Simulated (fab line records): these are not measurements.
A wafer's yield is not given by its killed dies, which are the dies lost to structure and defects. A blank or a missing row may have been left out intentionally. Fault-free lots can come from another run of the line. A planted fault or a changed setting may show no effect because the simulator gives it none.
Which of the tools did it? + flow nand_harc + 11 lots with 33 wafers sampled at 6 steps, on a route of 1159 steps

== WHAT THE GAUGES SHOWED, per wafer ==
NHARC_A_SGD_CUT_THK_MEAS_22: measures by ellipsometry.
| lot  | measured     | on            | thk_nm (nm)       |
|------|--------------|---------------|-------------------|
| L235 | day 14 02:50 | film_metro-02 | 146.7 146.5 146.0 |
| L237 | day 14 16:04 | film_metro-01 | 148.8 149.4 147.1 |
| L239 | day 15 02:18 | film_metro-01 | 148.5 147.1 146.9 |
| L241 | day 16 03:54 | film_metro-02 | 148.9 148.3 152.0 |
| L244 | day 16 19:08 | film_metro-02 | 147.6 148.2 148.2 |
| L245 | day 17 12:07 | film_metro-01 | 149.0 151.6 148.1 |
| L252 | day 19 01:14 | film_metro-01 | 49.8 50.7 49.8    |
| L256 | day 19 18:34 | film_metro-01 | 149.2 147.7 146.9 |
| L254 | day 19 18:34 | film_metro-02 | 51.5 49.4 51.5    |
| L255 | day 19 18:34 | film_metro-01 | 51.8 51.7 49.1    |
| L257 | day 20 04:43 | film_metro-01 | 148.3 148.3 149.2 |

== EACH LOT AND THE TOOL THAT RAN IT (in order: tool; ch and the chambers of the sampled wafers; start) ==
| lot  | NHARC_A_STAIRCASE_DEP_471       | NHARC_A_SGD_CUT_ETCH_58            | NHARC_A_SGD_CUT_ETCH_15                       | NHARC_A_SGD_CUT_DEP_20       | NHARC_A_SGD_CUT_CMP_21        |
|------|---------------------------------|------------------------------------|-----------------------------------------------|------------------------------|-------------------------------|
| L235 | pecvd-02 ch 0,1,2, day 13 19:24 | rie_diel-04 ch 0,2,3, day 13 20:56 | rie_diel-04 ch 0,1, day 13 21:59 or earlier   | fcvd-01 ch 0,1, day 13 21:59 | cmp-04 ch 2,3, day 14 02:35   |
| L237 | pecvd-03 ch 0,2, day 14 08:48   | rie_diel-06 ch 1,2, day 14 10:26   | rie_diel-06 ch 0,2,3, day 14 11:28 or earlier | fcvd-01 ch 0,1, day 14 11:28 | cmp-01 ch 1,3, day 14 15:50   |
| L239 | pecvd-02 ch 0,2, day 14 19:01   | rie_diel-08 ch 0,1,3, day 14 20:41 | rie_diel-08 ch 0,3, day 14 21:43 or earlier   | fcvd-02 ch 0,1, day 14 21:43 | cmp-04 ch 0,1,3, day 15 02:07 |
| L241 | pecvd-02 ch 0,2, day 15 20:31   | rie_diel-06 ch 0,2,3, day 15 22:04 | rie_diel-06 ch 2,3, day 15 23:05 or earlier   | fcvd-02 ch 0,1, day 15 23:05 | cmp-01 ch 1,2, day 16 03:40   |
| L244 | pecvd-02 ch 0,1,2, day 16 09:29 | rie_diel-04 ch 0,1,2, day 16 11:08 | rie_diel-04 ch 1,2,3, day 16 12:32 or earlier | fcvd-02 ch 0,1, day 16 12:32 | cmp-02 ch 0,1,2, day 16 18:54 |
| L245 | pecvd-02 ch 0,1,2, day 17 03:49 | rie_diel-06 ch 0,1, day 17 05:25   | rie_diel-06 ch 1,2, day 17 06:30 or earlier   | fcvd-02 ch 0,1, day 17 06:30 | cmp-01 ch 0,1, day 17 11:53   |
| L252 | pecvd-04 ch 1,2, day 18 17:38   | rie_diel-06 ch 0,3, day 18 19:22   | rie_diel-06 ch 0,1,3, day 18 20:23 or earlier | fcvd-02 ch 0,1, day 18 20:23 | cmp-02 ch 0,1,2, day 19 01:03 |
| L256 | pecvd-04 ch 1,2, day 19 10:34   | rie_diel-06 ch 0,2,3, day 19 12:13 | rie_diel-06 ch 0,1,3, day 19 13:14 or earlier | fcvd-01 ch 0,1, day 19 13:14 | cmp-04 ch 0,1,2, day 19 18:20 |
| L254 | pecvd-03 ch 0,1,2, day 19 10:49 | rie_diel-08 ch 0,1,2, day 19 12:27 | rie_diel-08 ch 0,1,2, day 19 13:34 or earlier | fcvd-02 ch 0,1, day 19 13:34 | cmp-02 ch 0,2, day 19 18:20   |
| L255 | pecvd-03 ch 0,1, day 19 11:21   | rie_diel-06 ch 0,1,2, day 19 13:05 | rie_diel-06 ch 1,2,3, day 19 14:07 or earlier | fcvd-01 ch 0,1, day 19 14:07 | cmp-01 ch 0,1,3, day 19 18:20 |
| L257 | pecvd-02 ch 0,1,2, day 19 21:28 | rie_diel-08 ch 0,2,3, day 19 23:06 | rie_diel-08 ch 0,2,3, day 20 00:09 or earlier | fcvd-02 ch 0,1, day 20 00:09 | cmp-04 ch 0,1, day 20 04:28   |
- NHARC_A_STAIRCASE_DEP_471: deposits SiO2, target thk 100 nm.
- NHARC_A_SGD_CUT_ETCH_58: etches the open film in CF4, target depth 39 nm, time 65 s.
- NHARC_A_SGD_CUT_ETCH_15: etches the open film in CH3F/O2, target depth 75 nm, time 64.3 s.
- NHARC_A_SGD_CUT_DEP_20: deposits SiO2, target thk 150 nm.
- NHARC_A_SGD_CUT_CMP_21: polishes, target thk 148.19 nm.

== THE ANSWER, worked out from the rows above alone ==
Rule: usual is defined by the lots themselves. Put in order of their means at a reading, lots are off if they are a third of the lots or fewer, leave a main group of 4 or more, and stand apart from it by a gap of 3 or more times the standard deviation of the main group's means; of several such gaps the widest counts. If all means in a main group match to the digits the tables above print for the reading, that group is not used. A lot without any number at a reading at which 4 lots or more have one is off too. Where the step has rows for the other lots, those lots are counted as sound.
Off at NHARC_A_SGD_CUT_THK_MEAS_22 (thk_nm): L252, L254, L255. The main group has a mean of 148.3 nm with a standard deviation of 1.
If a tool, at a process step before that reading, ran all the lots that are off and no sound lot after the first of them, it fits. The gauges at NHARC_A_SGD_CUT_THK_MEAS_22 are tried like those tools. Because NHARC_A_SGD_CUT_ETCH_15 lacks a start for some lots, the hours and order of its lots are taken from NHARC_A_SGD_CUT_DEP_20. Not one of the candidates tried fits.

== WHAT THE SIMULATOR PUT IN ==
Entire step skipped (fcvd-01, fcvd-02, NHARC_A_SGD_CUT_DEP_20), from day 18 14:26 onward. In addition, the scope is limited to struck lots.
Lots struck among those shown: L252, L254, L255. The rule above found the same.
